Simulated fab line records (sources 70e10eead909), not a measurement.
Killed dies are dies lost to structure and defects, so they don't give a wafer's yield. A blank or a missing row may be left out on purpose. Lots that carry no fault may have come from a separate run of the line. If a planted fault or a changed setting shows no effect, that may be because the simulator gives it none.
Chamber matching -- flow nand_harc -- NHARC_A_M1_STRIP_18 on rie_diel-08: 4 sister chambers
The step strips in N2/H2. 14 wafers are shown with their chamber, then 7 later ones without.

WAFERS WITH THEIR CHAMBER
wafer,chamber,throttle_valve_pct (%),rf_fwd_power_W (W),rf_vpp_V (V)
L937.1,0,14.168,1000.5,91.6
L937.2,2,14.165,997.5,90.4
L937.6,1,14.164,998.5,92.6
L936.1,3,14.160,1005.3,91.5
L936.3,2,14.166,997.4,91.9
L936.4,0,14.167,992.5,91.3
L950.2,0,14.166,996.8,91.2
L950.4,2,14.181,996.2,90.4
L950.6,2,14.159,994.6,90.3
L952.1,1,14.168,998.0,91.1
L952.3,3,14.160,996.8,90.4
L952.4,2,14.173,994.9,90.9
L958.2,0,14.165,997.0,89.9
L958.4,0,14.173,996.5,89.7

SIGNATURES (averages over the wafers above)
reading,chamber 0,chamber 1,chamber 2,chamber 3,scatter within a chamber
throttle_valve_pct,14.16780,14.16600,14.16880,14.16000,0.00576
rf_fwd_power_W,996.660,998.250,996.120,1001.050,2.75
rf_vpp_V,90.740,91.850,90.780,90.950,0.811
Rule: a wafer's distance from a chamber is the root of the sum, over the readings, of the square of ((its reading less the chamber's mean) divided by the reading's scatter). If the next closest chamber is less than 2 further off than the closest, the wafer can't be placed; otherwise it belongs to the closest. The scatter: the root of (the sum of the squares of (reading less its chamber's mean) over the shown wafers, divided by (wafers less chambers)).

WAFERS MISSING THEIR CHAMBER
wafer,throttle_valve_pct (%),rf_fwd_power_W (W),rf_vpp_V (V)
L958.6,14.173,1000.8,90.3
L956.1,14.178,995.4,91.8
L956.4,14.180,1000.2,91.1
L956.6,14.168,996.9,92.8
L957.2,14.169,1003.1,90.5
L957.3,14.179,996.7,91.7
L957.6,14.168,999.0,90.5

EACH ONE'S CHAMBER
wafer,from the rows above,in truth
L958.6,can't be placed: 0 or 2 or 3 or 1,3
L956.1,can't be placed: 2 or 0 or 1 or 3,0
L956.4,can't be placed: 2 or 0 or 1 or 3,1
L956.6,can't be placed: 1 or 2 or 0 or 3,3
L957.2,can't be placed: 3 or 0 or 1 or 2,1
L957.3,can't be placed: 2 or 0 or 1 or 3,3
L957.6,can't be placed: 0 or 2 or 3 or 1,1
0 of 7 placed correctly. Can't be placed from these rows: 7 (the true chamber is among the candidates in 7). Number placed wrongly: 0.
